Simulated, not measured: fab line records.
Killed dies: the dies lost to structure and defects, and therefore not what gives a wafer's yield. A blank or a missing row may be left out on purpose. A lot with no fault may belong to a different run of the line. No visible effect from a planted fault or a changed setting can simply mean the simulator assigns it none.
fab line records -- flow nand_harc
[record] lots = 12, wafers = 36, last_day = 33
route steps=1302 shown A_CHANNEL_HOLE_D1@489 A_CHANNEL_FILL_D1@499 A_DECK1_JOINT@530 END@1302
lots with no fault: from the same line, run without faults
start_h: hours from the record's first day to the start of the lot's first wafer shown -- wait_h: hours elapsed since this lot's preceding step -- " as in the row above -- L1.1+2: several wafers, shown together as one row -- - no value present, or no start provided -- * or withheld: withheld -- < > ~ a bound
route shown NAME@n: a module of which the file shows steps, and the number in the route of the first -- usual: average and standard deviation across the fault-free wafers -- same: alike in all rows -- chamber/n: place in a boat -- sites: the reading at each site -- _std_site: the standard deviation of these -- _edge_site: mean of outer sites minus mean of inner sites -- radius_mm: for every site, how far away it sits from the centre of the wafer -- mask NAME#n: copy n -- behind: the most recent tool/chamber to have shaped the wafer -- hold: what put the lot on hold/how long, in hours/how the hold closed -- device: transistor that didn't switch, given as n, p or np -- end of line: the tests these same wafers got at the end of their route -- a step without rows: its recipe alone -- killed: not the wafer's yield, but the dies lost to structure and defects at the first sort -- map: the dies of a wafer, with x for killed, . for not killed, _ for no die there
set.NAME: the setting the step ran with; set.NAME@STEP: the setting that earlier step ran with -- model.NAME: the simulator's own value behind a step, which no gauge read
a sample of lots followed through the steps of the route, with each step as a table and each wafer as a row
services: from which hour (start_h, from the record's first day; less than 0 if before it) a tool's chamber was out of use, for how many hours, and why
[[steps]]
[step NHARC_A_CHANNEL_HOLE_D1_INSPECT_40]
[usual] raw_defect_count = 74/29
lot.wafer,tool,chamber,start_h,wait_h,raw_defect_count
L307.3,defect_inspect-01,-,196.15,-,89
L307.4,defect_inspect-01,-,196.15,-,117
L307.5,defect_inspect-01,-,196.15,-,97
L309.1,defect_inspect-02,-,207.64,-,49
L309.4,defect_inspect-02,-,207.64,-,35
L309.5,defect_inspect-02,-,207.64,-,65
L310.2,defect_inspect-01,-,228.60,-,120
L310.3,defect_inspect-01,-,228.60,-,95
L310.4,defect_inspect-01,-,228.60,-,110
L311.1,defect_inspect-01,-,237.62,-,104
L311.4,defect_inspect-01,-,237.62,-,98
L311.5,defect_inspect-01,-,237.62,-,113
L313.2,defect_inspect-01,-,257.62,-,95
L313.3,defect_inspect-01,-,257.62,-,77
L313.6,defect_inspect-01,-,257.62,-,103
L320.2,defect_inspect-02,-,333.70,-,108
L320.4,defect_inspect-02,-,333.70,-,98
L320.6,defect_inspect-02,-,333.70,-,115
L323.2,defect_inspect-01,-,351.59,-,37
L323.4,defect_inspect-01,-,351.59,-,48
L323.6,defect_inspect-01,-,351.59,-,51
L324.1,defect_inspect-02,-,367.88,-,90
L324.4,defect_inspect-02,-,367.88,-,88
L324.6,defect_inspect-02,-,367.88,-,109
L325.1,defect_inspect-02,-,374.27,-,56
L325.2,defect_inspect-02,-,374.27,-,69
L325.4,defect_inspect-02,-,374.27,-,44
L326.1,defect_inspect-02,-,387.19,-,94
L326.2,defect_inspect-02,-,387.19,-,80
L326.5,defect_inspect-02,-,387.19,-,72
L327.2,defect_inspect-02,-,416.50,-,40
L327.3,defect_inspect-02,-,416.50,-,46
L327.4,defect_inspect-02,-,416.50,-,57
L329.1,defect_inspect-01,-,419.18,-,61
L329.2,defect_inspect-01,-,419.18,-,49
L329.3,defect_inspect-01,-,419.18,-,67
[step NHARC_A_CHANNEL_FILL_D1_ETCHBACK_19]
[recipe] target_depth_a = 50, time_s = 1.7, hbr_flow_sccm = 150, cl2_flow_sccm = 50, rf_w = 400, icp_w = 400, bias_w = 100, chemistry = HBr/Cl2
[usual] drypump_motor_current_A = 5.8/0.41, hbr_flow_sccm = 150.0/0.43, oes_product_au = 1.001/0.011, throttle_valve_pct = 26.404/0.0095
[same] time_s = 1.7
lot.wafer,tool,chamber,start_h,wait_h,drypump_motor_current_A,hbr_flow_sccm,oes_product_au,rf_hours_counter_h,throttle_valve_pct
L307.3,rie_si-06,1,226.77,0.4,5.9,149.7,0.992,1.1,26.411
L307.4,rie_si-06,3,226.77,0.4,5.6,150.1,0.996,1.1,26.410
L307.5,rie_si-06,2,226.77,0.4,6.0,149.7,1.012,-,26.394
L309.4,rie_si-05,2,233.41,0.4,5.7,150.2,0.994,0.6,26.399
L309.1,rie_si-05,3,233.41,0.4,4.9,149.7,1.001,0.6,26.407
L309.5,rie_si-05,3,233.41,0.4,5.0,149.9,1.001,-,26.396
L310.3,rie_si-02,1,255.64,0.4,5.2,149.7,1.008,0.7,26.387
L310.4,rie_si-02,2,255.64,0.4,5.8,150.2,1.015,0.8,26.401
L310.2,rie_si-02,3,255.64,0.4,5.9,150.2,1.004,0.8,26.395
L311.1,rie_si-06,2,264.30,0.4,6.0,150.1,0.990,0.0,26.388
L311.4,rie_si-06,3,264.30,0.4,5.7,149.5,0.996,0.1,26.408
L311.5,rie_si-06,3,264.30,0.4,5.7,149.4,0.994,-,26.411
L313.3,rie_si-05,1,282.60,0.4,6.0,151.2,0.978,0.8,26.397
L313.2,rie_si-05,2,282.60,0.4,5.6,150.8,0.985,0.8,26.408
L313.6,rie_si-05,3,282.60,0.4,5.0,149.3,0.996,-,26.406
L320.4,rie_si-05,0,357.99,0.4,6.5,149.7,0.995,0.3,26.402
L320.2,rie_si-05,2,357.99,0.4,5.6,149.8,1.005,0.3,26.399
L320.6,rie_si-05,0,357.99,0.4,6.6,149.8,0.995,-,26.415
L323.4,rie_si-02,3,376.21,0.4,5.9,149.9,1.006,0.6,26.408
L323.2,rie_si-02,0,376.21,0.4,5.8,150.5,1.015,0.6,26.401
L323.6,rie_si-02,1,376.21,0.4,5.2,149.4,1.004,-,26.384
L324.1,rie_si-02,0,392.22,0.4,5.9,150.3,1.008,0.7,26.406
L324.4,rie_si-02,1,392.22,0.4,5.2,150.1,0.997,0.7,26.393
L324.6,rie_si-02,1,392.22,0.4,5.2,149.8,1.000,-,26.404
L325.1,rie_si-05,2,398.71,0.4,5.6,149.5,1.025,0.5,26.415
L325.2,rie_si-05,3,398.71,0.4,4.9,150.3,1.012,0.5,26.402
L325.4,rie_si-05,0,398.71,0.4,6.6,150.0,1.015,0.5,26.414
L326.2,rie_si-02,2,412.43,0.4,5.8,149.7,0.999,0.7,26.402
L326.1,rie_si-02,3,412.43,0.4,5.8,149.4,1.011,0.7,26.393
L326.5,rie_si-02,0,412.43,0.4,5.9,149.9,1.005,-,26.398
L327.2,rie_si-02,0,440.77,0.4,5.8,149.9,1.016,0.9,26.412
L327.4,rie_si-02,1,440.77,0.4,5.3,149.9,1.013,1.0,26.390
L327.3,rie_si-02,3,440.77,0.4,5.9,150.3,1.005,0.8,26.418
L329.2,rie_si-06,3,444.31,0.4,5.6,149.3,0.996,0.1,26.406
L329.1,rie_si-06,0,444.31,0.4,6.3,149.7,1.000,0.1,26.398
L329.3,rie_si-06,2,444.31,0.4,6.0,149.5,1.002,0.1,26.397
[step NHARC_A_CHANNEL_FILL_D1_INSPECT_13]
[usual] raw_defect_count = 352/150
lot.wafer,tool,chamber,start_h,wait_h,raw_defect_count
L307.3,defect_inspect-01,-,250.48,0.0,270
L307.4,defect_inspect-01,-,250.48,0.0,480
L307.5,defect_inspect-01,-,250.48,0.0,541
L309.1,defect_inspect-02,-,257.12,0.0,294
L309.4,defect_inspect-02,-,257.12,0.0,233
L309.5,defect_inspect-02,-,257.12,0.0,517
L310.2,defect_inspect-02,-,279.60,0.0,295
L310.3,defect_inspect-02,-,279.60,0.0,215
L310.4,defect_inspect-02,-,279.60,0.0,440
L311.1,defect_inspect-02,-,288.09,0.0,362
L311.4,defect_inspect-02,-,288.09,0.0,267
L311.5,defect_inspect-02,-,288.09,0.0,263
L313.2,defect_inspect-02,-,306.41,0.0,377
L313.3,defect_inspect-02,-,306.41,0.0,300
L313.6,defect_inspect-02,-,306.41,0.0,419
L320.2,defect_inspect-02,-,381.48,0.0,190
L320.4,defect_inspect-02,-,381.48,0.0,244
L320.6,defect_inspect-02,-,381.48,0.0,202
L323.2,defect_inspect-01,-,403.19,0.0,311
L323.4,defect_inspect-01,-,403.19,0.0,249
L323.6,defect_inspect-01,-,403.19,0.0,137
L324.1,defect_inspect-02,-,416.55,0.0,282
L324.4,defect_inspect-02,-,416.55,0.0,186
L324.6,defect_inspect-02,-,416.55,0.0,249
L325.1,defect_inspect-02,-,422.52,0.0,184
L325.2,defect_inspect-02,-,422.52,0.0,176
L325.4,defect_inspect-02,-,422.52,0.0,213
L326.1,defect_inspect-02,-,436.44,0.0,507
L326.2,defect_inspect-02,-,436.44,0.0,737
L326.5,defect_inspect-02,-,436.44,0.0,491
L327.2,defect_inspect-02,-,465.98,0.0,259
L327.3,defect_inspect-02,-,465.98,0.0,192
L327.4,defect_inspect-02,-,465.98,0.0,407
L329.1,defect_inspect-02,-,465.99,0.0,271
L329.2,defect_inspect-02,-,465.99,0.0,243
L329.3,defect_inspect-02,-,465.99,0.0,258
[step NHARC_A_DECK1_JOINT_ETCHBACK_00]
[recipe] target_depth_a = 300, time_s = 17.4, hbr_flow_sccm = 150, rf_w = 350, icp_w = 350, bias_w = 60, chemistry = HBr
[usual] drypump_motor_current_A = 5.7/0.45, hbr_flow_sccm = 149.9/0.42, oes_product_au = 1.001/0.014, run_length_s = 38.8/0.46, throttle_valve_pct = 23.266/0.0096
lot.wafer,tool,chamber,start_h,wait_h,drypump_motor_current_A,hbr_flow_sccm,oes_product_au,rf_hours_counter_h,run_length_s,throttle_valve_pct
L307.4,rie_si-01,0,261.28,0.1,5.7,149.8,0.980,0.5,38.8,23.261
L307.3,rie_si-01,1,261.28,0.1,6.3,149.6,1.016,0.5,39.1,23.266
L307.5,rie_si-01,3,261.28,0.1,5.9,149.9,1.005,-,38.3,23.263
L309.4,rie_si-04,3,267.67,0.1,5.7,149.7,1.031,0.6,38.4,23.264
L309.1,rie_si-04,1,267.67,0.1,6.4,150.3,0.993,0.5,38.3,23.284
L309.5,rie_si-04,3,267.67,0.1,5.7,149.5,1.032,-,38.6,23.267
L310.3,rie_si-04,1,290.30,0.1,6.4,149.9,0.984,0.7,37.8,23.268
L310.4,rie_si-04,2,290.30,0.1,5.3,149.9,0.985,0.7,38.8,23.259
L310.2,rie_si-04,3,290.30,0.1,5.7,150.1,1.022,0.9,38.4,23.263
L311.1,rie_si-04,1,298.95,0.1,6.4,149.6,0.997,0.8,38.0,23.271
L311.4,rie_si-04,3,298.95,0.1,5.7,150.4,1.019,0.9,38.9,23.270
L311.5,rie_si-04,0,298.95,0.1,5.3,150.2,0.998,-,28.6,23.286
L313.2,rie_si-04,1,317.01,0.1,6.4,150.1,0.987,1.0,38.0,23.273
L313.3,rie_si-04,2,317.01,0.1,5.3,150.6,0.983,0.9,39.1,23.283
L313.6,rie_si-04,0,317.01,0.1,5.3,150.1,1.004,-,28.3,23.284
L320.4,rie_si-01,2,392.07,0.1,6.0,150.7,1.025,0.1,39.7,23.283
L320.2,rie_si-01,3,392.07,0.1,6.0,149.9,0.983,0.0,38.3,23.250
L320.6,rie_si-01,2,392.07,0.1,6.0,150.7,1.017,-,39.1,23.243
L323.2,rie_si-04,3,413.76,0.1,5.7,149.7,1.000,0.5,38.5,23.288
L323.4,rie_si-04,2,413.76,0.1,5.3,150.2,0.998,-,39.0,23.258
L323.6,rie_si-04,3,413.76,0.1,5.7,149.8,1.006,-,38.6,23.267
L324.1,rie_si-03,0,427.33,0.1,6.0,149.5,0.996,1.3,39.2,23.254
L324.4,rie_si-03,2,427.33,0.1,5.4,149.8,1.013,0.8,38.9,23.262
L324.6,rie_si-03,0,427.33,0.1,5.9,149.6,0.993,-,38.8,23.255
L325.1,rie_si-04,0,436.71,0.1,5.3,150.2,0.993,0.6,38.7,23.260
L325.2,rie_si-04,3,436.71,0.1,5.7,149.6,0.998,0.7,38.7,23.262
L325.4,rie_si-04,0,436.71,0.1,5.3,150.5,1.001,-,39.4,23.254
L326.1,rie_si-01,1,446.97,0.1,6.3,150.0,1.023,0.4,39.3,23.259
L326.2,rie_si-01,3,446.97,0.1,5.9,150.4,0.987,0.3,38.3,23.267
L326.5,rie_si-01,1,446.97,0.1,6.3,150.0,1.002,-,40.0,23.270
L327.4,rie_si-03,3,476.53,0.1,5.1,149.6,1.007,0.2,38.8,23.257
L327.2,rie_si-03,0,476.53,0.1,6.0,149.5,1.029,0.2,39.0,23.251
L327.3,rie_si-03,2,476.53,0.1,5.4,150.7,0.996,0.1,39.2,23.274
L329.1,rie_si-01,2,476.53,0.1,6.0,150.3,1.026,0.6,39.0,23.259
L329.2,rie_si-01,3,476.53,0.1,5.9,150.0,0.999,0.6,39.3,23.263
L329.3,rie_si-01,1,476.53,0.1,6.3,149.9,1.008,0.6,39.0,23.261
[step NHARC_END_SORT_01]
[recipe] temp_c = 25
[usual] killed_at_array = 52/16, killed_at_other = 0.8/0.98, killed_at_periphery = 4.2/2.9, killed_dies = 57/16, killed_open = 3.3/1.9, killed_short = 2.5/1.5
[same] gross_dies = 677
lot.wafer,tool,chamber,start_h,wait_h,killed_at_array,killed_at_other,killed_at_periphery,killed_dies,killed_open,killed_short
L320.2,prober-01,0,695.03,2.8,47,1,2,50,2,2
L320.4,prober-01,0,696.62,3.4,54,0,3,57,5,1
L320.6,prober-01,0,698.21,4.0,41,0,4,45,4,0
// killed by level:class
L320.2 A_CHANNEL_HOLE_D1:chamber_film_flake=28 A_STAIRCASE:chamber_film_flake=4 A_SLIT:chamber_film_flake=3 A_WL_FILL:chamber_film_flake=3 A_CONTACT:chamber_film_flake=3 A_ONON_D1:geometric_particle:open=1 A_WL_FILL:geometric_particle:short=1 A_WL_FILL:geometric_particle:open=1
L320.4 A_CHANNEL_HOLE_D1:chamber_film_flake=39 A_STAIRCASE:chamber_film_flake=4 A_SLIT:chamber_film_flake=3 A_M0:geometric_particle:open=2 A_CONTACT:chamber_film_flake=2 P_M0:geometric_particle:open=1 A_WL_FILL:geometric_particle:short=1 A_BLC:geometric_particle:open=1
L320.6 A_CHANNEL_HOLE_D1:chamber_film_flake=22 A_STAIRCASE:chamber_film_flake=6 A_CONTACT:chamber_film_flake=3 A_CHANNEL_HOLE_D1:geometric_particle:open=2 P_ZERO_WELL:chamber_film_flake=2 A_DECK1_JOINT:chamber_film_flake=2 A_SLIT:chamber_film_flake=2 P_M1:geometric_particle:open=1
[[services]]
tool,chamber,start_h,hours,kind
rie_si-02,0,204.64,4.1,repair
rie_si-02,1,211.24,2.0,repair
rie_si-01,3,220.03,3.4,repair
rie_si-02,-,231.97,0.3,repair
rie_si-03,-,238.48,0.2,repair
rie_si-03,-,241.94,0.7,repair
rie_si-06,-,249.00,9.0,pm
rie_si-03,-,266.98,9.0,pm
rie_si-01,-,274.84,66.8,repair
rie_si-02,-,277.00,9.0,pm
rie_si-04,1,280.62,3.4,repair
rie_si-05,-,305.04,9.0,pm
rie_si-06,1,316.74,3.5,repair
rie_si-04,-,342.00,9.0,pm
rie_si-01,3,359.35,6.6,repair
rie_si-01,-,370.00,9.0,pm
rie_si-04,1,410.39,10.1,repair
rie_si-05,3,413.92,7.3,repair
rie_si-06,-,426.00,9.0,pm
rie_si-04,2,431.46,7.9,repair
rie_si-04,1,444.39,5.5,repair
rie_si-04,0,449.65,8.3,repair
rie_si-04,2,450.05,6.8,repair
rie_si-02,-,454.00,9.0,pm
[[key]]
[first_sign] step = NHARC_A_DECK1_JOINT_ETCHBACK_00, reading = run_length_s, direction = down, sigmas = 22, usual = *, struck = *
effect none on later readings
met_at NHARC_A_DECK1_JOINT_ETCHBACK_00
struck_lots L311,L313
struck_wafers L311.5,L313.6
tester_left_out L311,L313
not_acting_at NHARC_A_CHANNEL_HOLE_D1_INSPECT_40,NHARC_A_CHANNEL_FILL_D1_ETCHBACK_19,NHARC_A_CHANNEL_FILL_D1_INSPECT_13
[fault] kind = process_parameter_drift, tool = rie_si-04, chamber = 0, onset_h = 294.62, steps = NHARC_A_DECK1_JOINT_ETCHBACK_00, channel = time_s, offset = *, shape = step, end_h = 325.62, acts_in = *, stated = *
// tester_left_out: of these lots the tester's yield and bins aren't shown, on N5 and GAA mostly nor the transistor test; their killed dies are dies lost to structure and defects alone, not to doping, threshold or leakage, so they don't give the yield
